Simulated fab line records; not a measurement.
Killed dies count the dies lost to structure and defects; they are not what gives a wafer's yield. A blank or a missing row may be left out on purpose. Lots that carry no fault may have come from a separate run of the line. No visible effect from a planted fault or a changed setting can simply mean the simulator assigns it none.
Chamber matching || flow nand harc || NHARC_P_M1_DEP_33 on pecvd-01: 3 sister chambers
The step deposits SiCN, target thk 30 nm. 6 wafers are shown with their chamber, then 7 later ones without.

WAFERS PAIRED WITH THEIR CHAMBERS
{"wafer": "L157.6", "chamber": 0, "heater power w (W)": 487}
{"wafer": "L165.6", "chamber": 0, "heater power w (W)": 472}
{"wafer": "L168.2", "chamber": 2, "heater power w (W)": 449}
{"wafer": "L168.4", "chamber": 1, "heater power w (W)": 663}
{"wafer": "L169.2", "chamber": 2, "heater power w (W)": 486}
{"wafer": "L169.3", "chamber": 1, "heater power w (W)": 672}

WAFERS WITHOUT THEIR CHAMBER
{"wafer": "L169.6", "heater power w (W)": 686}
{"wafer": "L172.2", "heater power w (W)": 434}
{"wafer": "L172.3", "heater power w (W)": 551}
{"wafer": "L172.5", "heater power w (W)": 568}
{"wafer": "L176.1", "heater power w (W)": 490}
{"wafer": "L176.4", "heater power w (W)": 470}
{"wafer": "L176.5", "heater power w (W)": 574}

WHICH CHAMBER EACH WENT THROUGH
{"wafer": "L169.6", "from the rows above": 1, "in truth": 1}
{"wafer": "L172.2", "from the rows above": "can't be placed: 2 or 0", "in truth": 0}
{"wafer": "L172.3", "from the rows above": "can't be placed: 0 or 2", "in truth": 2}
{"wafer": "L172.5", "from the rows above": "can't be placed: 0 or 1 or 2", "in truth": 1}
{"wafer": "L176.1", "from the rows above": "can't be placed: 0 or 2", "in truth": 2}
{"wafer": "L176.4", "from the rows above": "can't be placed: 2 or 0", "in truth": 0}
{"wafer": "L176.5", "from the rows above": "can't be placed: 1 or 0 or 2", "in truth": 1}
1 of 7 placed correctly. These rows do not allow placing 6 (true chamber among the candidates in 6). 0 placed wrongly.
How it was worked out, from the rows above alone: a wafer's distance from a chamber is the root of the sum, over the readings, of the square of ((its reading less the chamber's mean) divided by the reading's scatter). If the next closest chamber is less than 2 further off than the closest, the wafer can't be placed; otherwise it belongs to the closest. For every chamber, the mean is computed from those of its wafers that are shown. The scatter: take each reading less its chamber's mean, square it, sum over the shown wafers, divide by the number of wafers less the number of chambers, and take the root.
